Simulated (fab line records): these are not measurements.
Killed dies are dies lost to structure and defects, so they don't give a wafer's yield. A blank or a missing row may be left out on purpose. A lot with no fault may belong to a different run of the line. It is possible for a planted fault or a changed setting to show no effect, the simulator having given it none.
fab line records | flow nand_harc
record lots=13 | wafers=39 | last_day=33
route steps=1302 shown A_WL_FILL@957 END@1302
lots that met no fault: taken from a fault-free run of the same line
start_h: start of the lot's first displayed wafer, in hours after the record's first day | wait_h: how many hours have passed since the lot's step before this one | " the same as in the row above | L1.1+2: several wafers, shown together as one row | - no value, or no start was given | * or withheld: withheld | < > ~ a bound
route shown NAME@n: names a module that has steps shown in the file, with the first one's number in the route | usual: mean and standard deviation over wafers with no fault | same: alike in all rows | chamber/n: place in a boat | sites: the reading at each site | _std_site: standard deviation of those values | _edge_site: the outer-site mean with the inner-site mean subtracted | radius_mm: for every site, how far away it sits from the centre of the wafer | mask NAME#n: copy n | behind: the last tool/chamber to shape the wafer | hold: why the lot went on hold/how many hours it stayed there/how the hold came to an end | device: names the non-switching transistor (n, p or np) | end of line: at the end of the route, the tests of the same wafers | step lacking rows: just its recipe | killed: the dies lost at the first sort to structure and to defects; this is not the yield of the wafer | map: a wafer's dies, marking killed ones x, the rest . and places with no die _
set.NAME: the run value of the setting; set.NAME@STEP: its run value at that earlier step | model.NAME: the simulator's own value behind a step, which no gauge read
a sample of lots followed through the steps of the route, with each step as a table and each wafer as a row
services: when a tool's chamber went out of use (start_h, in hours from the record's first day, below 0 if earlier), for how many hours, and the reason
## steps
# step NHARC_A_WL_FILL_ETCHBACK_04
# recipe target_depth_a=600 | time_s=120 | chemistry=NF3
# usual drypump_motor_current_A=5.63/0.28 | oes_product_au=1.001/0.0074
lot.wafer | tool         | chamber | start_h | wait_h | drypump_motor_current_A | oes_product_au | rf_hours_counter_h
L463.1    | rie_metal-03 | 1       | 459.02  | 0.3    | 5.87                    | 0.991          | 2.5
L463.3    | "            | 1       | "       | "      | 5.85                    | 0.992          | -
L463.5    | "            | 1       | "       | "      | 5.87                    | 0.983          | -
L465.1    | rie_metal-01 | 0       | 491.74  | 0.3    | 5.17                    | 1.004          | 2.0
L465.2    | "            | 1       | "       | "      | 5.68                    | 1.003          | 1.5
L465.5    | "            | 1       | "       | "      | 5.70                    | 1.007          | -
L468.1    | rie_metal-01 | 0       | 525.19  | 0.4    | 5.16                    | 0.994          | 2.3
L468.4    | "            | 0       | "       | "      | 5.17                    | 1.004          | -
L468.6    | "            | 0       | "       | "      | 5.16                    | 1.003          | -
L469.2    | rie_metal-02 | 0       | 525.50  | 0.3    | 5.58                    | 0.999          | 1.7
L469.3    | "            | 1       | "       | "      | 5.63                    | 1.001          | -
L469.4    | "            | 0       | "       | "      | 5.62                    | 1.002          | -
L470.2    | rie_metal-03 | 1       | 537.17  | 0.3    | 5.84                    | 1.000          | 0.3
L470.1    | "            | 0       | "       | "      | 6.11                    | 1.005          | 0.3
L470.6    | "            | 0       | "       | "      | 6.12                    | 0.997          | -
L472.2    | rie_metal-01 | 1       | 541.10  | 0.3    | 5.69                    | 1.004          | 2.5
L472.4    | "            | 0       | "       | "      | 5.18                    | 1.003          | -
L472.6    | "            | 1       | "       | "      | 5.70                    | 1.005          | -
L473.2    | rie_metal-01 | 1       | 545.98  | 0.3    | 5.70                    | 0.990          | 2.7
L473.1    | "            | 0       | "       | "      | 5.18                    | 0.992          | 3.2
L473.6    | "            | 1       | "       | "      | 5.70                    | 0.995          | -
L476.1    | rie_metal-03 | 1       | 585.89  | 0.3    | 5.82                    | 0.997          | 1.2
L476.4    | "            | 1       | "       | "      | 5.82                    | 0.994          | -
L476.5    | "            | 1       | "       | "      | 5.82                    | 1.000          | -
L478.1    | rie_metal-01 | 0       | 601.61  | 0.4    | 5.15                    | 0.994          | 0.4
L478.6    | "            | 1       | "       | "      | 5.67                    | 0.995          | -
L478.5    | "            | 0       | "       | "      | 5.16                    | 1.004          | -
L479.1    | rie_metal-02 | 1       | 616.34  | 0.6    | 5.64                    | 1.011          | 0.0
L479.2    | "            | 0       | "       | "      | 5.57                    | 1.005          | 0.0
L479.5    | "            | 1       | "       | "      | 5.65                    | 1.000          | -
L482.2    | rie_metal-03 | 1       | 646.77  | 0.4    | 5.84                    | 1.008          | 1.9
L482.3    | "            | 1       | "       | "      | 5.84                    | 1.019          | -
L482.6    | "            | 0       | "       | "      | 6.11                    | 1.005          | -
L481.1    | rie_metal-01 | 1       | 651.07  | 0.3    | 5.70                    | 0.995          | 1.0
L481.2    | "            | 0       | "       | "      | 5.19                    | 0.992          | 1.2
L481.6    | "            | 1       | "       | "      | 5.71                    | 0.992          | -
L484.1    | rie_metal-02 | 0       | 672.81  | 0.3    | 5.58                    | 1.007          | 0.4
L484.3    | "            | 0       | "       | "      | 5.58                    | 1.005          | -
L484.6    | "            | 0       | "       | "      | 5.57                    | 1.017          | -
# step NHARC_A_WL_FILL_STRIP_27
# recipe power_w=1500 | temp_c=250 | time_s=20 | chemistry=N2/H2
# usual drypump_motor_current_A=5.9/0.37 | heater_power_w=304/14
lot.wafer | tool            | chamber | start_h | wait_h | drypump_motor_current_A | heater_power_w | rf_hours_counter_h
L463.1    | plasma_asher-01 | 0       | 459.36  | 0.1    | 5.4                     | 283            | 29
L463.3    | "               | 1       | "       | "      | 6.1                     | 318            | -
L463.5    | "               | 1       | "       | "      | 6.1                     | 321            | -
L465.1    | plasma_asher-02 | 0       | 492.22  | 0.2    | 6.2                     | 294            | 18
L465.2    | "               | 1       | "       | "      | 6.2                     | 318            | 18
L465.5    | "               | 0       | "       | "      | 6.3                     | 292            | -
L468.1    | plasma_asher-02 | 0       | 525.54  | 0.1    | 6.2                     | 287            | 25
L468.4    | "               | 1       | "       | "      | 6.2                     | 318            | -
L468.6    | "               | 1       | "       | "      | 6.2                     | 314            | -
L469.2    | plasma_asher-02 | 0       | 525.87  | 0.1    | 6.2                     | 293            | 25
L469.4    | "               | 1       | "       | "      | 6.2                     | 312            | -
L469.3    | "               | 0       | "       | "      | 6.3                     | 296            | -
L470.2    | plasma_asher-01 | 0       | 537.55  | 0.1    | 5.4                     | 290            | 7
L470.1    | "               | 1       | "       | "      | 6.1                     | 313            | 7
L470.6    | "               | 1       | "       | "      | 6.1                     | 327            | -
L472.2    | plasma_asher-01 | 0       | 541.48  | 0.1    | 5.4                     | 291            | 8
L472.4    | "               | 0       | "       | "      | 5.4                     | 293            | -
L472.6    | "               | 1       | "       | "      | 6.1                     | 324            | -
L473.1    | plasma_asher-01 | 1       | 546.58  | 0.3    | 6.1                     | 316            | 9
L473.2    | "               | 0       | "       | "      | 5.4                     | 285            | 9
L473.6    | "               | 1       | "       | "      | 6.1                     | 316            | -
L476.1    | plasma_asher-01 | 0       | 586.27  | 0.1    | 5.4                     | 284            | 19
L476.4    | "               | 1       | "       | "      | 6.1                     | 322            | -
L476.5    | "               | 0       | "       | "      | 5.4                     | 286            | -
L478.1    | plasma_asher-01 | 0       | 601.98  | 0.1    | 5.4                     | 300            | 22
L478.5    | "               | 1       | "       | "      | 6.1                     | 314            | -
L478.6    | "               | 0       | "       | "      | 5.4                     | 290            | -
L479.1    | plasma_asher-01 | 0       | 616.72  | 0.1    | 5.4                     | 286            | 27
L479.2    | "               | 1       | "       | "      | 6.1                     | 314            | 27
L479.5    | "               | 1       | "       | "      | 6.1                     | 315            | -
L482.2    | plasma_asher-01 | 0       | 647.12  | 0.1    | 5.4                     | 298            | 31
L482.3    | "               | 1       | "       | "      | 6.1                     | 321            | -
L482.6    | "               | 0       | "       | "      | 5.4                     | 286            | -
L481.2    | plasma_asher-01 | 0       | 651.45  | 0.1    | 5.4                     | 287            | 32
L481.1    | "               | 1       | "       | "      | 6.1                     | 321            | 32
L481.6    | "               | 0       | "       | "      | 5.4                     | 290            | -
L484.1    | plasma_asher-02 | 1       | 673.42  | 0.4    | 6.2                     | 307            | 12
L484.3    | "               | 1       | "       | "      | 6.2                     | 304            | -
L484.6    | "               | 1       | "       | "      | 6.2                     | 300            | -
# step NHARC_A_WL_FILL_ETCHBACK_26
# recipe target_depth_a=520 | time_s=13.3 | hbr_flow_sccm=150 | rf_w=350 | icp_w=350 | bias_w=60 | chemistry=HBr
# usual drypump_motor_current_A=5.5/0.38 | oes_product_au=1.001/0.0063 | throttle_valve_pct=23.267/0.0097
lot.wafer | tool      | chamber | start_h | wait_h | drypump_motor_current_A | oes_product_au | rf_hours_counter_h | throttle_valve_pct
L463.1    | rie_si-04 | 3       | 474.50  | 0.4    | 5.6                     | 1.009          | 1.0                | 23.267
L463.3    | "         | 1       | "       | "      | 5.8                     | 1.003          | 1.1                | 23.256
L463.5    | "         | 3       | "       | "      | 5.6                     | 1.003          | -                  | 23.258
L465.2    | rie_si-04 | 3       | 507.90  | 0.4    | 5.7                     | 0.992          | 0.0                | 23.270
L465.1    | "         | 0       | "       | "      | 5.3                     | 0.999          | 0.0                | 23.247
L465.5    | "         | 0       | "       | "      | 5.3                     | 1.002          | -                  | 23.277
L468.1    | rie_si-01 | 1       | 541.68  | 0.4    | 4.9                     | 1.007          | 0.1                | 23.265
L468.4    | "         | 0       | "       | "      | 5.8                     | 0.991          | 0.1                | 23.271
L468.6    | "         | 1       | "       | "      | 4.9                     | 1.002          | -                  | 23.286
L469.4    | rie_si-04 | 1       | 541.68  | 0.4    | 5.8                     | 1.007          | 0.2                | 23.272
L469.3    | "         | 2       | "       | "      | 5.0                     | 1.001          | 0.2                | 23.257
L469.2    | "         | 3       | "       | "      | 5.6                     | 0.997          | 0.2                | 23.269
L470.1    | rie_si-01 | 2       | 554.42  | 0.4    | 5.1                     | 0.867          | 0.2                | 23.270
L470.2    | "         | 1       | "       | "      | 4.9                     | 0.870          | 0.2                | 23.271
L470.6    | "         | 3       | "       | "      | 5.3                     | 0.869          | -                  | 23.255
L472.4    | rie_si-01 | 2       | 557.99  | 0.4    | 5.1                     | 0.862          | 0.2                | 23.251
L472.2    | "         | 3       | "       | "      | 5.3                     | 0.866          | 0.2                | 23.269
L472.6    | "         | 2       | "       | "      | 5.1                     | 0.861          | -                  | 23.275
L473.2    | rie_si-01 | 3       | 563.44  | 0.4    | 5.3                     | 0.861          | 0.2                | 23.264
L473.1    | "         | 1       | "       | "      | 4.9                     | 0.875          | 0.3                | 23.245
L473.6    | "         | 3       | "       | "      | 5.2                     | 0.868          | -                  | 23.262
L476.4    | rie_si-04 | 0       | 604.38  | 0.4    | 5.3                     | 1.007          | 0.7                | 23.263
L476.1    | "         | 2       | "       | "      | 5.0                     | 1.004          | 0.7                | 23.263
L476.5    | "         | 3       | "       | "      | 5.6                     | 1.000          | -                  | 23.261
L478.1    | rie_si-03 | 1       | 617.23  | 0.4    | 5.5                     | 0.999          | 0.4                | 23.267
L478.6    | "         | 2       | "       | "      | 5.5                     | 1.009          | -                  | 23.267
L478.5    | "         | 3       | "       | "      | 6.0                     | 1.008          | -                  | 23.265
L479.2    | rie_si-04 | 2       | 633.19  | 0.4    | 5.0                     | 0.996          | 0.8                | 23.258
L479.1    | "         | 0       | "       | "      | 5.3                     | 1.007          | 0.9                | 23.269
L479.5    | "         | 3       | "       | "      | 5.7                     | 1.003          | -                  | 23.265
L482.2    | rie_si-01 | 2       | 665.75  | 0.4    | 5.1                     | 0.999          | 0.9                | 23.271
L482.3    | "         | 3       | "       | "      | 5.3                     | 1.004          | 0.8                | 23.267
L482.6    | "         | 3       | "       | "      | 5.2                     | 0.997          | -                  | 23.276
L481.2    | rie_si-04 | 2       | 665.76  | 0.4    | 5.0                     | 1.009          | 1.0                | 23.256
L481.1    | "         | 0       | "       | "      | 5.3                     | 1.007          | 1.0                | 23.267
L481.6    | "         | 2       | "       | "      | 5.0                     | 0.995          | -                  | 23.272
L484.3    | rie_si-04 | 0       | 688.34  | 0.4    | 5.3                     | 1.003          | 0.1                | 23.274
L484.1    | "         | 1       | "       | "      | 5.8                     | 0.995          | 0.0                | 23.266
L484.6    | "         | 2       | "       | "      | 5.0                     | 1.007          | -                  | 23.253
# step NHARC_A_WL_FILL_CMP_12
# recipe t_overpolish_s=30 | target_thk_nm=100
# usual motor_current_A=11.9/0.97 | overpolish_run_s=30.000/0.0098 | time_to_endpoint_s=20.3/1.9
lot.wafer | tool   | chamber | start_h | wait_h | motor_current_A | overpolish_run_s | time_to_endpoint_s
L463.3    | cmp-04 | 1       | 475.20  | 0.2    | 10.8            | 30.002           | 17.5
L463.1    | "      | 2       | "       | "      | 12.1            | 30.012           | 19.2
L463.5    | "      | 3       | "       | "      | 11.8            | 29.998           | 17.6
L465.1    | cmp-04 | 3       | 508.67  | 0.3    | 11.7            | 29.993           | 19.7
L465.2    | "      | 0       | "       | "      | 12.6            | 30.006           | 19.8
L465.5    | "      | 2       | "       | "      | 11.1            | 30.009           | 18.5
L468.1    | cmp-04 | 2       | 542.33  | 0.2    | 11.5            | 29.981           | 19.5
L468.4    | "      | 0       | "       | "      | 12.8            | 30.000           | 20.2
L468.6    | "      | 2       | "       | "      | 11.6            | 30.008           | 22.1
L469.4    | cmp-02 | 1       | 542.37  | 0.1    | 9.8             | 29.995           | 22.0
L469.2    | "      | 2       | "       | "      | 11.3            | 30.002           | 19.9
L469.3    | "      | 3       | "       | "      | 11.2            | 30.005           | 20.9
L470.1    | cmp-04 | 1       | 555.11  | 0.2    | 11.3            | 29.996           | 22.4
L470.2    | "      | 2       | "       | "      | 11.9            | 30.005           | 23.5
L470.6    | "      | 0       | "       | "      | 13.6            | 29.985           | 21.9
L472.2    | cmp-02 | 0       | 558.68  | 0.2    | 11.1            | 29.993           | 20.1
L472.4    | "      | 1       | "       | "      | 9.2             | 29.994           | 20.3
L472.6    | "      | 3       | "       | "      | 11.4            | 30.004           | 19.5
L473.1    | cmp-04 | 3       | 564.11  | 0.2    | 11.8            | 29.994           | 19.6
L473.2    | "      | 1       | "       | "      | 11.2            | 30.011           | 20.1
L473.6    | "      | 2       | "       | "      | 11.5            | 29.999           | 20.0
L476.1    | cmp-04 | 3       | 605.02  | 0.1    | 12.0            | 30.007           | 20.7
L476.4    | "      | 0       | "       | "      | 12.7            | 30.022           | 19.9
L476.5    | "      | 0       | "       | "      | 13.7            | 29.996           | 20.6
L478.1    | cmp-04 | 2       | 618.29  | 0.3    | 12.1            | 29.989           | 18.7
L478.6    | "      | 2       | "       | "      | 11.3            | 29.991           | 22.2
L478.5    | "      | 3       | "       | "      | 12.8            | 30.001           | 22.2
L479.2    | cmp-02 | 1       | 633.88  | 0.2    | 9.1             | 29.992           | 17.4
L479.1    | "      | 2       | "       | "      | 12.6            | 30.001           | 16.9
L479.5    | "      | 1       | "       | "      | 9.6             | 29.994           | 20.6
L482.2    | cmp-02 | 3       | 666.40  | 0.2    | 12.2            | 29.989           | 22.3
L482.3    | "      | 0       | "       | "      | 10.8            | 29.972           | 20.9
L482.6    | "      | 3       | "       | "      | 11.8            | 29.983           | 20.0
L481.2    | cmp-04 | 2       | 666.53  | 0.2    | 11.7            | 30.002           | 17.7
L481.1    | "      | 3       | "       | "      | 11.2            | 30.009           | 17.3
L481.6    | "      | 2       | "       | "      | 11.2            | 30.009           | 18.5
L484.1    | cmp-03 | 3       | 688.99  | 0.2    | 11.0            | 30.005           | 22.1
L484.3    | "      | 1       | "       | "      | 12.0            | 30.011           | 18.5
L484.6    | "      | 3       | "       | "      | 11.2            | 29.997           | 21.0
# step NHARC_END_SORT_01
# recipe temp_c=25
# usual killed_at_array=47/14 | killed_at_other=0.5/0.72 | killed_at_periphery=4/3.1 | killed_dies=52/15 | killed_open=3.2/1.9 | killed_short=2.4/1.7
# same gross_dies=677
lot.wafer | tool      | chamber | start_h | wait_h | killed_at_array | killed_at_other | killed_at_periphery | killed_dies | killed_open | killed_short
L469.2    | prober-02 | 0       | 621.42  | 2.8    | 44              | 1               | 9                   | 54          | 5           | 1
L469.3    | prober-02 | 0       | 622.22  | 3.1    | 33              | 2               | 7                   | 42          | 1           | 6
L469.4    | prober-02 | 0       | 623.02  | 3.4    | 53              | 2               | 2                   | 57          | 2           | 2
L473.1    | prober-01 | 0       | 750.85  | 2.4    | 42              | 0               | 9                   | 51          | 1           | 1
L473.2    | prober-01 | 0       | 751.65  | 2.8    | 32              | 1               | 3                   | 36          | 4           | 0
L473.6    | prober-01 | 0       | 754.85  | 4.0    | 41              | 0               | 9                   | 50          | 6           | 0
# killed by level:class
L469.2 A_CHANNEL_HOLE_D2:chamber_film_flake=23 A_CONTACT:chamber_film_flake=5 P_ZERO_WELL:chamber_film_flake=3 P_M2:chamber_film_flake=3 A_CHANNEL_HOLE_D1:chamber_film_flake=3 P_M0:geometric_particle:open=2 A_ZERO_WELL:chamber_film_flake=2 A_CHANNEL_FILL_D2:chamber_film_flake=2
L469.3 A_CHANNEL_HOLE_D2:chamber_film_flake=23 A_CHANNEL_FILL_D2:chamber_film_flake=3 P_CONTACT:geometric_particle:short=2 A_ONON_D2:geometric_particle:short=2 A_CHANNEL_HOLE_D1:chamber_film_flake=2 THIN_TSV:chamber_film_flake=2 P_GATE:geometric_particle:short=1 P_CONTACT:geometric_particle:open=1
L469.4 A_CHANNEL_HOLE_D2:chamber_film_flake=38 A_CHANNEL_FILL_D2:chamber_film_flake=4 A_CHANNEL_HOLE_D1:chamber_film_flake=2 A_SLIT:chamber_film_flake=2 A_CONTACT:chamber_film_flake=2 A_CHANNEL_HOLE_D1:geometric_particle:open=1 A_CHANNEL_FILL_D1:geometric_particle:open=1 A_SGD_CUT:geometric_particle:short=1
L473.1 A_CHANNEL_HOLE_D1:chamber_film_flake=33 P_CONTACT:chamber_film_flake=4 A_M0:chamber_film_flake=3 P_ZERO_WELL:chamber_film_flake=2 P_STI:chamber_film_flake=2 A_WL_FILL:chamber_film_flake=2 P_CONTACT:geometric_particle:open=1 A_CHANNEL_FILL_D1:geometric_particle:short=1
L473.2 A_CHANNEL_HOLE_D1:chamber_film_flake=20 A_SLIT:chamber_film_flake=3 A_WL_FILL:chamber_film_flake=3 P_M2:geometric_particle:open=1 A_ONON_D1:geometric_particle:open=1 A_STAIRCASE:geometric_particle:open=1 STARTING-WAFER:geometric_particle:open=1 P_ZERO_WELL:chamber_film_flake=1
L473.6 A_CHANNEL_HOLE_D1:chamber_film_flake=29 P_CONTACT:chamber_film_flake=4 P_ZERO_WELL:chamber_film_flake=3 A_CONTACT:geometric_particle:open=2 A_M0:geometric_particle:open=2 A_WL_FILL:chamber_film_flake=2 A_M0:chamber_film_flake=2 P_M2:geometric_particle:open=1
## services
tool            | chamber | start_h | hours | kind
rie_metal-03    | -       | 454.57  | 1.8   | repair
rie_metal-01    | 1       | 455.71  | 4.8   | repair
cmp-04          | -       | 468.37  | 1.6   | repair
cmp-04          | -       | 473.67  | 0.9   | repair
plasma_asher-01 | -       | 488.74  | 5.2   | repair
rie_si-04       | -       | 495.00  | 9.0   | pm
rie_metal-03    | -       | 495.07  | 9.0   | pm
plasma_asher-01 | -       | 495.75  | 9.0   | pm
cmp-02          | -       | 505.74  | 4.0   | pm
rie_si-01       | -       | 523.00  | 9.0   | pm
cmp-04          | -       | 526.71  | 4.0   | pm
rie_si-04       | 0       | 532.52  | 5.4   | repair
rie_metal-01    | -       | 551.00  | 9.0   | pm
rie_si-01       | -       | 559.92  | 0.2   | repair
cmp-04          | -       | 572.50  | 2.6   | repair
plasma_asher-02 | -       | 579.00  | 9.0   | pm
cmp-02          | -       | 584.88  | 3.1   | repair
cmp-04          | -       | 594.83  | 0.8   | repair
cmp-04          | -       | 624.75  | 4.0   | pm
rie_metal-01    | 1       | 627.58  | 4.1   | repair
rie_metal-01    | -       | 655.85  | 1.2   | repair
rie_si-04       | -       | 672.00  | 9.0   | pm
plasma_asher-01 | -       | 672.75  | 9.0   | pm
cmp-04          | -       | 679.99  | 5.3   | repair
## key
first_sign step=NHARC_A_WL_FILL_ETCHBACK_26 | reading=oes_product_au | direction=down | sigmas=22 | usual=1.001 | struck=0.866
effect none on later readings
met_at NHARC_A_WL_FILL_ETCHBACK_26
struck_lots L470,L472,L473
tester_left_out L470,L472,L473
not_acting_at NHARC_A_WL_FILL_ETCHBACK_04,NHARC_A_WL_FILL_STRIP_27,NHARC_A_WL_FILL_CMP_12
onset_between 541.68 554.42
fault kind=process_parameter_drift | tool=rie_si-01 | chamber=- | onset_h=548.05 | steps=NHARC_A_WL_FILL_ETCHBACK_26 | channel=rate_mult | offset=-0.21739 | shape=step | end_h=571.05
# tester_left_out: of these lots the tester's yield and bins aren't shown, on N5 and GAA mostly nor the transistor test; their killed dies are dies lost to structure and defects alone, not to doping, threshold or leakage, so they don't give the yield
